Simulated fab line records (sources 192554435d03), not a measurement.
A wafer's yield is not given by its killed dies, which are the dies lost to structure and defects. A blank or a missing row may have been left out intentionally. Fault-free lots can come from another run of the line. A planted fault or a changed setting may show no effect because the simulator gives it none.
Which tool is to blame? | flow n5Finfet | 11 lots with 31 wafers sampled at 5 steps, on a route of 1938 steps

== WHAT THE GAUGES READ, wafer by wafer ==
N5_BEOL_M11_CD_MEAS_28 targets a cd of 70 nm. Usual: cdNm at 69.6 nm, with a standard deviation of 0.93.
lot  | measured     | on       | cdNm (nm)      | flag
L115 | day 10 18:53 | cdSem-01 | 70.0 70.0 68.6 | 
L118 | day 11 14:02 | cdSem-02 | 69.2 69.6 69.2 | 
L121 | day 12 08:04 | cdSem-03 | 68.5 69.9 68.6 | 
L122 | day 12 16:14 | cdSem-03 | 69.3 66.8      | 
L124 | day 13 06:54 | cdSem-03 | 70.2 70.9 70.7 | 
L125 | day 13 10:10 | cdSem-02 | 69.2 69.7      | 
L126 | day 13 19:32 | cdSem-02 | 70.3 68.4 69.3 | 
L128 | day 13 19:43 | cdSem-01 | 69.1 70.4 69.4 | 
L132 | day 15 10:09 | cdSem-01 | 68.6 70.1 69.2 | 
L136 | day 16 10:01 | cdSem-01 | 68.9 70.1 69.1 | 
L137 | day 17 10:03 | cdSem-02 | 69.4 70.7 70.4 | 

N5_BEOL_M11_OVL_MEAS_29. Usual: V10_OVL gives 0.1 nm (standard deviation 0.65).
lot  | measured     | on         | V10_OVL (nm)  | flag
L115 | day 10 18:55 | overlay-01 | 0.0 0.3 0.2   | 
L118 | day 11 14:04 | overlay-01 | 0.0 0.1 -0.6  | 
L121 | day 12 08:06 | overlay-01 | 0.4 0.4 0.4   | 
L122 | day 12 16:16 | overlay-01 | 10.0 9.1      | OFF
L124 | day 13 06:56 | overlay-02 | 10.0 10.3 9.6 | OFF
L125 | day 13 10:12 | overlay-01 | 8.6 9.2       | OFF
L126 | day 13 19:34 | overlay-01 | 0.5 0.2 1.4   | 
L128 | day 13 19:44 | overlay-02 | 0.8 -0.3 0.1  | 
L132 | day 15 10:11 | overlay-01 | 0.3 -0.2 -0.3 | 
L136 | day 16 10:02 | overlay-01 | -0.3 1.2 -0.4 | 
L137 | day 17 10:04 | overlay-01 | 0.7 -0.4 1.4  | 

N5_BEOL_M11_INSPECT_30: inspects for defects (brightfield). Usual: rawDefectCount at 469, with a standard deviation of 110.
lot  | measured     | on               | rawDefectCount | flag
L115 | day 10 18:56 | defectInspect-01 | 613 506 393    | 
L118 | day 11 14:06 | defectInspect-01 | 444 422 440    | 
L121 | day 12 08:07 | defectInspect-01 | 392 375 437    | 
L122 | day 12 16:17 | defectInspect-01 | 384 459        | 
L124 | day 13 06:57 | defectInspect-02 | 415 493 430    | 
L125 | day 13 10:14 | defectInspect-02 | 333 385        | 
L126 | day 13 19:35 | defectInspect-01 | 490 434 580    | 
L128 | day 13 19:46 | defectInspect-02 | 399 494 372    | 
L132 | day 15 10:13 | defectInspect-01 | 406 364 454    | 
L136 | day 16 10:04 | defectInspect-01 | 564 496 585    | 
L137 | day 17 10:06 | defectInspect-01 | 400 395 399    | 

== TOOL THAT RAN EACH LOT (tool first, then ch and the chambers of the sampled wafers, then the start) ==
lot  | N5_BEOL_M11_ETCH_61               | N5_BEOL_M11_EXPOSE_25
L115 | rieDiel-06 ch 1,2,3, day 10 17:28 | arfiScanner-03 ch 0, day 10 18:45
L118 | rieDiel-01 ch 0,2, day 11 13:10   | arfiScanner-03 ch 0, day 11 13:55
L121 | rieDiel-06 ch 0,2,3, day 12 05:35 | arfiScanner-02 ch 0, day 12 07:56
L122 | rieDiel-06 ch 0,2, day 12 13:23   | arfiScanner-03 ch 0, day 12 16:06
L124 | rieDiel-02 ch 0,1,2, day 13 05:35 | arfiScanner-03 ch 0, day 13 06:46
L125 | rieDiel-02 ch 0,1, day 13 08:28   | arfiScanner-03 ch 0, day 13 10:03
L126 | rieDiel-06 ch 0,1, day 13 17:53   | arfiScanner-01 ch 0, day 13 19:24
L128 | rieDiel-02 ch 0,1,3, day 13 18:37 | arfiScanner-02 ch 0, day 13 19:35
L132 | rieDiel-06 ch 2,3, day 15 09:19   | arfiScanner-02 ch 0, day 15 10:02
L136 | rieDiel-01 ch 0,1,3, day 16 08:17 | arfiScanner-02 ch 0, day 16 09:53
L137 | rieDiel-01 ch 0,2,3, day 17 09:03 | arfiScanner-02 ch 0, day 17 09:55
- N5_BEOL_M11_ETCH_61: etches SiARC in CF4, target depth 39 nm, time 65 s.
- N5_BEOL_M11_EXPOSE_25: exposes mask V10.

== WHAT THE TOOLS THEMSELVES READ (means of the sampled wafers that have a number; where no wafer has one, the mark that the record gives instead) ==
N5_BEOL_M11_ETCH_61. Usual: drypumpMotorCurrentA 5.7 A, standard deviation 0.4; etchRfOnTimeS 64.8 s, standard deviation 1.5; oesProductAu 0.68 a.u., standard deviation 0.081; rfVppV 184.1 V, standard deviation 1.1; showerheadPlenumPTorr 2.14 Torr, standard deviation 0.064; throttleValvePct 15.56 %, standard deviation 0.26.
lot  | tool       | drypumpMotorCurrentA (A) | etchRfOnTimeS (s) | oesProductAu (a.u.) | rfVppV (V) | showerheadPlenumPTorr (Torr) | throttleValvePct (%) | flag
L115 | rieDiel-06 | 5.4                      | 63.7              | 0.73                | 184.2      | 2.16                         | 15.46                | 
L118 | rieDiel-01 | 5.5                      | 64.0              | 0.65                | 183.4      | 2.15                         | 15.76                | 
L121 | rieDiel-06 | 5.5                      | 63.5              | 0.70                | 185.7      | 2.16                         | 15.56                | 
L122 | rieDiel-06 | 5.6                      | 63.9              | 0.69                | 183.5      | 2.15                         | 15.64                | 
L124 | rieDiel-02 | 5.6                      | 64.8              | 0.67                | 183.7      | 2.17                         | 15.65                | 
L125 | rieDiel-02 | 5.6                      | 64.2              | 0.71                | 185.4      | 2.16                         | 15.55                | 
L126 | rieDiel-06 | 5.8                      | 64.3              | 0.76                | 184.5      | 2.09                         | 15.30                | 
L128 | rieDiel-02 | 5.8                      | 65.6              | 0.73                | 184.6      | 2.14                         | 15.48                | 
L132 | rieDiel-06 | 5.4                      | 63.9              | 0.66                | 184.3      | 2.17                         | 15.61                | 
L136 | rieDiel-01 | 5.9                      | 64.7              | 0.67                | 184.1      | 2.16                         | 15.70                | 
L137 | rieDiel-01 | 5.6                      | 64.4              | 0.63                | 183.3      | 2.17                         | 15.70                | 

== THE ANSWER, worked out from the rows above alone ==
Rule: take the mean of a lot's wafers that have a number; if it is more than 3 standard deviations from the usual mean, the lot is off. Also off: a lot with no number at a reading for which 4 or more lots have one. Any other lot the step has rows for is counted as sound. The gauges are gone through in route order, then the tools' own readings, and for those a lot's mean is taken as printed above. At the first step where some lot is off, the reading lying furthest off is the one used; lots without a number count as furthest.
Off: at N5_BEOL_M11_OVL_MEAS_29 (V10_OVL), L122, L124, L125.
If a tool, at a process step before that reading, ran all the lots that are off and no sound lot after the first of them, it fits. Gauges at N5_BEOL_M11_OVL_MEAS_29: tried the same way as those tools. One fits: N5_BEOL_M11_EXPOSE_25 on arfiScanner-03. A fault onset in the window from L118 (day 11 13:55, its last sound lot) to L122 (day 12 16:06, its first lot off) fits.

== WHAT WAS PUT IN BY THE SIMULATOR ==
Scanner matching overlay: arfiScanner-03, from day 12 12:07 on, at N5_BEOL_M11_EXPOSE_25. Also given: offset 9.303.
Shown lots that were struck: L122, L124, L125. This agrees with what the rule above found.
